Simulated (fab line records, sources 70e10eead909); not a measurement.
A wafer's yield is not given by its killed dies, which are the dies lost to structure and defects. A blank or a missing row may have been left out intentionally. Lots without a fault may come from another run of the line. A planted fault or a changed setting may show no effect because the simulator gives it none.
The tool behind it: which one? ; flow nandHarc ; Sampling: 6 lots, 18 wafers, 2 of 1302 route steps

WHAT THE GAUGES SHOWED, per wafer
NHARC_P_ZERO_WELL_CD_MEAS_52: the cd target is 2000 nm.
lot;measured;on;cdNm (nm)
L495;day 2 12:30;cdSem-01;2000.1 1999.2 2001.2
L498;day 3 17:47;cdSem-01;2000.4 1998.6 2003.3
L502;day 5 10:14;cdSem-02;2000.1 1997.3 1998.9
L511;day 9 03:53;cdSem-01;1996.8 1999.4 1999.3
L515;day 10 21:30;cdSem-01;1999.7 2001.1 1997.6
L517;day 11 15:45;cdSem-03;1997.5 1998.4 1999.6

EACH LOT AND THE TOOL THAT RAN IT (in order: tool; ch and the chambers of the sampled wafers; start)
lot;NHARC_P_ZERO_WELL_EXPOSE_49
L495;krfScanner-04 ch 0, day 2 12:20
L498;krfScanner-01 ch 0, day 3 17:39
L502;krfScanner-01 ch 0, day 5 10:05
L511;krfScanner-04 ch 0, day 9 03:43
L515;krfScanner-02 ch 0, day 10 21:21
L517;krfScanner-02 ch 0, day 11 15:35
- NHARC_P_ZERO_WELL_EXPOSE_49: exposes mask P HVPW, target cd 2000 nm.

THE ANSWER, worked out from the rows above alone
Rule: the lots themselves supply what counts as usual. Put in order of their means at a reading, lots are off if they are a third of the lots or fewer, leave a main group of 4 or more, and stand apart from it by a gap of 3 or more times the standard deviation of the main group's means; of several such gaps the widest counts. The tables above print the reading to a certain number of digits; a main group whose means all agree to those digits is not used. A lot without any number at a reading at which 4 lots or more have one is off too. Where the step has rows for the other lots, those lots are counted as sound.
Across all readings shown, no lot is off: no conclusion can be drawn from this.

WHAT THE SIMULATOR HAD PUT IN
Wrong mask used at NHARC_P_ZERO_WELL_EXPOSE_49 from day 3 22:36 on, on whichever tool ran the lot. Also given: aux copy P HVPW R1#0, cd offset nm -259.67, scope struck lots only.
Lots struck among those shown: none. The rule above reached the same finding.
